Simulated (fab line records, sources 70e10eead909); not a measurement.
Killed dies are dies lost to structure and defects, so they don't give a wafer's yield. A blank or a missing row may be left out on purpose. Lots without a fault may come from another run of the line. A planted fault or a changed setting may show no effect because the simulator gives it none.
Which tool did it? | flow nand_harc | 7 lots, 20 wafers sampled, at 2 steps of a route of 1302

WHAT THE GAUGES READ, wafer by wafer
NHARC_A_ONON_D1_THK_MEAS_21: measures by ellipsometry.
lot  | measured     | on            | thk_nm (nm)
L344 | day 9 03:50  | film_metro-02 | 1018 1017 1017
L346 | day 10 00:05 | film_metro-02 | 1001 1003 1004
L352 | day 12 18:59 | film_metro-01 | 868 981
L358 | day 15 09:04 | film_metro-02 | 1013 1013 1012
L360 | day 15 23:35 | film_metro-01 | 1011 1013 1013
L361 | day 16 16:47 | film_metro-01 | 987 990 988
L364 | day 18 03:14 | film_metro-01 | 1009 1009 1011

WHICH TOOL RAN EACH LOT (tool, then ch and the chambers of the sampled wafers, then the start)
lot  | NHARC_A_ONON_D1_DEP_19
L344 | pecvd_onon-01 ch 0, day 9 03:26
L346 | pecvd_onon-04 ch 0, day 9 23:34
L352 | pecvd_onon-04 ch 0, day 12 18:28
L358 | pecvd_onon-01 ch 0, day 15 08:34
L360 | pecvd_onon-03 ch 0, day 15 23:11
L361 | pecvd_onon-01 ch 0, day 16 16:20
L364 | pecvd_onon-04 ch 0, day 18 02:50
- NHARC_A_ONON_D1_DEP_19: target thk 1000 nm.

THE ANSWER, worked out from the rows above alone
Rule: what is usual is taken from the lots themselves. Put in order of their means at a reading, lots are off if they are a third of the lots or fewer, leave a main group of 4 or more, and stand apart from it by a gap of 3 or more times the standard deviation of the main group's means; of several such gaps the widest counts. A main group whose means are all the same, to the digits that the tables above print for the reading, isn't used. A lot without any number at a reading at which 4 lots or more have one is off too. The other lots that the step has rows for count as sound.
Off: L352, at NHARC_A_ONON_D1_THK_MEAS_21 (thk_nm). The main group: mean 1007 nm, standard deviation 9.5.
A tool fits if, at a process step before that reading, it ran every lot that is off, and no sound lot after the first of them. The gauges at NHARC_A_ONON_D1_THK_MEAS_21 are tried like those tools. None of those tried fits.

WHAT THE SIMULATOR HAD PUT IN
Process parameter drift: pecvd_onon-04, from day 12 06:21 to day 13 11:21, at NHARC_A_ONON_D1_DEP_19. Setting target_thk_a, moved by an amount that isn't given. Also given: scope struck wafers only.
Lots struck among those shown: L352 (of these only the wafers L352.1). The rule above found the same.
